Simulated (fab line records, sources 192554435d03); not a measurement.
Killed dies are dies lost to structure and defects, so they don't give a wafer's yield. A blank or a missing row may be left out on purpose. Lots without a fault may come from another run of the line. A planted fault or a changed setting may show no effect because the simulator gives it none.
Which tool did it? | flow n5_finfet | 12 lots, 36 wafers sampled, at 5 steps of a route of 1938

WHAT THE GAUGES READ, wafer by wafer
N5_BEOL_M5_THK_MEAS_53: measures by xrf.
lot  | measured     | on            | M5_THK (nm)
L075 | day 10 00:50 | film_metro-01 | 61.6 59.2 62.1
L077 | day 10 11:31 | film_metro-01 | 60.0 64.1 61.5
L080 | day 11 10:29 | film_metro-02 | 62.4 60.1 59.7
L081 | day 11 13:55 | film_metro-01 | 58.8 61.3 58.0
L083 | day 11 21:08 | film_metro-01 | 60.3 60.7 63.3
L087 | day 12 13:47 | film_metro-02 | 62.0 61.6 61.8
L086 | day 13 05:04 | film_metro-02 | 64.9 59.9 64.1
L088 | day 13 12:29 | film_metro-01 | 60.7 60.6 60.0
L092 | day 13 18:29 | film_metro-02 | 58.9 60.3 61.0
L093 | day 14 19:08 | film_metro-01 | 59.6 58.6 60.8
L094 | day 15 04:22 | film_metro-01 | 62.1 61.5 62.4
L097 | day 15 23:01 | film_metro-02 | 59.0 60.4 62.0

WHICH TOOL RAN EACH LOT (tool, then ch and the chambers of the sampled wafers, then the start)
lot  | N5_BEOL_M5_STRIP_91                           | N5_BEOL_M5_ANNEAL_49         | N5_BEOL_M5_SPUTTER_81        | N5_BEOL_M5_SPUTTER_88
L075 | rie_diel-04 ch 1,3, day 9 19:47 or earlier    | pvd_sputter-02, day 9 19:47  | pvd_sputter-02, day 9 20:47  | pvd_sputter-02, day 9 22:58
L077 | rie_diel-01 ch 0,2,3, day 10 06:28 or earlier | pvd_sputter-02, day 10 06:28 | pvd_sputter-02, day 10 07:28 | pvd_sputter-02, day 10 09:38
L080 | rie_diel-01 ch 0,1,2, day 11 05:26 or earlier | pvd_sputter-01, day 11 05:26 | pvd_sputter-01, day 11 06:26 | pvd_sputter-01, day 11 08:37
L081 | rie_diel-03 ch 0,1,3, day 11 08:52 or earlier | pvd_sputter-03, day 11 08:52 | pvd_sputter-03, day 11 09:52 | pvd_sputter-03, day 11 12:02
L083 | rie_diel-04 ch 1,2,3, day 11 16:04 or earlier | pvd_sputter-01, day 11 16:04 | pvd_sputter-01, day 11 17:05 | pvd_sputter-01, day 11 19:15
L087 | rie_diel-03 ch 1,2, day 12 08:43 or earlier   | pvd_sputter-03, day 12 08:43 | pvd_sputter-03, day 12 09:44 | pvd_sputter-03, day 12 11:54
L086 | rie_diel-01 ch 2,3, day 13 00:00 or earlier   | pvd_sputter-01, day 13 00:00 | pvd_sputter-01, day 13 01:01 | pvd_sputter-01, day 13 03:11
L088 | rie_diel-04 ch 0,1, day 13 05:49 or earlier   | pvd_sputter-02, day 13 05:49 | pvd_sputter-02, day 13 06:50 | pvd_sputter-02, day 13 09:00
L092 | rie_diel-04 ch 0,1, day 13 13:14 or earlier   | pvd_sputter-01, day 13 13:14 | pvd_sputter-01, day 13 14:14 | pvd_sputter-01, day 13 16:25
L093 | rie_diel-03 ch 0,1,2, day 14 13:53 or earlier | pvd_sputter-02, day 14 13:53 | pvd_sputter-02, day 14 14:53 | pvd_sputter-02, day 14 17:04
L094 | rie_diel-04 ch 1,3, day 14 22:58 or earlier   | pvd_sputter-01, day 14 22:58 | pvd_sputter-01, day 14 23:58 | pvd_sputter-01, day 15 02:08
L097 | rie_diel-04 ch 1,2,3, day 15 17:57 or earlier | pvd_sputter-01, day 15 17:57 | pvd_sputter-01, day 15 18:57 | pvd_sputter-01, day 15 21:08
- N5_BEOL_M5_STRIP_91: strips in N2/H2, time 10 s.
- N5_BEOL_M5_ANNEAL_49: time 1800 s.
- N5_BEOL_M5_SPUTTER_81: material Cu, target thk 15 nm, time 27.62 s.
- N5_BEOL_M5_SPUTTER_88: material Cu, target thk 15 nm, time 27.62 s.

THE ANSWER, worked out from the rows above alone
Rule: what is usual is taken from the lots themselves. Put in order of their means at a reading, lots are off if they are a third of the lots or fewer, leave a main group of 4 or more, and stand apart from it by a gap of 3 or more times the standard deviation of the main group's means; of several such gaps the widest counts. A main group whose means are all the same, to the digits that the tables above print for the reading, isn't used. A lot without any number at a reading at which 4 lots or more have one is off too. The other lots that the step has rows for count as sound.
No lot is off at any reading shown: from this, nothing can be told.

WHAT THE SIMULATOR HAD PUT IN
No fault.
